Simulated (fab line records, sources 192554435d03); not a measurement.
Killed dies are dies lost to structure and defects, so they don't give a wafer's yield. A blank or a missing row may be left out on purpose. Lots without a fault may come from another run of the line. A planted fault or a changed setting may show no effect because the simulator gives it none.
Split-lot experiment | flow n5_finfet | 7 lots, 21 wafers read, on a route of 1938 steps

THE SPLIT
At N5_MIM_TOP_LITHO_EXPOSE_05 (exposes mask MIM TOP, target cd 2000 nm), the setting dose_mj was moved away from the recipe's 20.5 on 9 of the 21 wafers read, by -4.2% to +7.3%. The other wafers ran this setting at the recipe's value.

FROM THE SPLIT TO THE READING: what the file shows between them, 3 steps
- N5_MIM_TOP_LITHO_PEB_06
- N5_MIM_TOP_LITHO_DEVELOP_07: develop time 60 s
- N5_MIM_TOP_LITHO_HARDBAKE_09: time 120 s

THE READING
cd_nm, in nm, at N5_MIM_TOP_LITHO_CD_MEAS_08 (target cd 2000 nm). Fault-free wafers of this fab line usually give 1998.6 nm, standard deviation 1.5 nm.

wafer  | tool, chamber at the split | dose_mj as run | against the recipe | cd_nm, nm | against lot-mates on the recipe
L076.2 | krf_scanner-01, 0          | 20.5           | recipe             | 2000.2    | -
L076.3 | krf_scanner-01, 0          | 20.5           | recipe             | 1999.0    | -
L076.6 | krf_scanner-01, 0          | 19.64          | -4.2%              | 2007.0    | +7.4
L084.1 | krf_scanner-01, 0          | 21.99          | +7.3%              | 1987.5    | no lot-mate on the recipe
L084.5 | krf_scanner-01, 0          | 21.99          | +7.3%              | 1988.0    | no lot-mate on the recipe
L084.6 | krf_scanner-01, 0          | 21.99          | +7.3%              | 1987.8    | no lot-mate on the recipe
L088.1 | krf_scanner-01, 0          | 20.5           | recipe             | 2001.1    | -
L088.4 | krf_scanner-01, 0          | 20.5           | recipe             | 1999.6    | -
L088.5 | krf_scanner-01, 0          | 21.27          | +3.8%              | 1992.9    | -7.4
L089.2 | krf_scanner-01, 0          | 20.5           | recipe             | 1997.9    | -
L089.5 | krf_scanner-01, 0          | 20.5           | recipe             | 1996.5    | -
L089.6 | krf_scanner-01, 0          | 20.5           | recipe             | 1998.0    | -
L090.3 | krf_scanner-02, 0          | 21.41          | +4.4%              | 1989.1    | -9.1
L090.5 | krf_scanner-02, 0          | 20.5           | recipe             | 1997.2    | -
L090.6 | krf_scanner-02, 0          | 20.5           | recipe             | 1999.2    | -
L093.2 | krf_scanner-02, 0          | 21.23          | +3.6%              | 1991.1    | -6.3
L093.4 | krf_scanner-02, 0          | 21.23          | +3.6%              | 1988.8    | -8.6
L093.5 | krf_scanner-02, 0          | 20.5           | recipe             | 1997.4    | -
L094.2 | krf_scanner-02, 0          | 19.98          | -2.5%              | 2005.9    | +6.6
L094.4 | krf_scanner-02, 0          | 20.5           | recipe             | 2000.0    | -
L094.6 | krf_scanner-02, 0          | 20.5           | recipe             | 1998.7    | -

THE FIT
A straight line over all 21 wafers: cd_nm changes by -1.75 nm for each +1% of dose_mj; r = -0.96; the points scatter about the line by 1.7 nm.
The same after taking each lot's own level away (the mean of its wafers on the recipe; 18 wafers): -2.03 nm for each +1%; r = -0.98; scatter 0.87 nm.
On that fit, the largest move of dose_mj shifts the reading by 15 nm.
The lots' own levels span 1997.40 to 2000.35 nm, that is 2.0 times the standard deviation above.
So the lot-to-lot level changes the slope: the two fits differ.
Check: with one of the wafers moved furthest among these (+4.4%) left out of the fit, the line predicts -9 nm for it against its lot-mates. It came out at -9.1 nm against them.

THE WHOLE CHAIN: every reading that the file lists as answering this split, in the file's order
step                        | what it does             | reading                                                              | change (the file's fit)              | r (the file's)
N5_MIM_TOP_LITHO_CD_MEAS_08 | target cd 2000 nm        | cd_nm                                                                | -2.02 nm for each +1% of the setting | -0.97
N5_MIM_TOP_LITHO_DESCUM_10  | chemistry O2, time 7.9 s | MIM_TOP_LITHO.cd_nm (the simulator's own value, which no gauge read) | -2.05 nm for each +1% of the setting | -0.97

THE FILE'S OWN FIT
cd_nm changes by -2.02 nm for each +1% of dose_mj, r = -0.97.
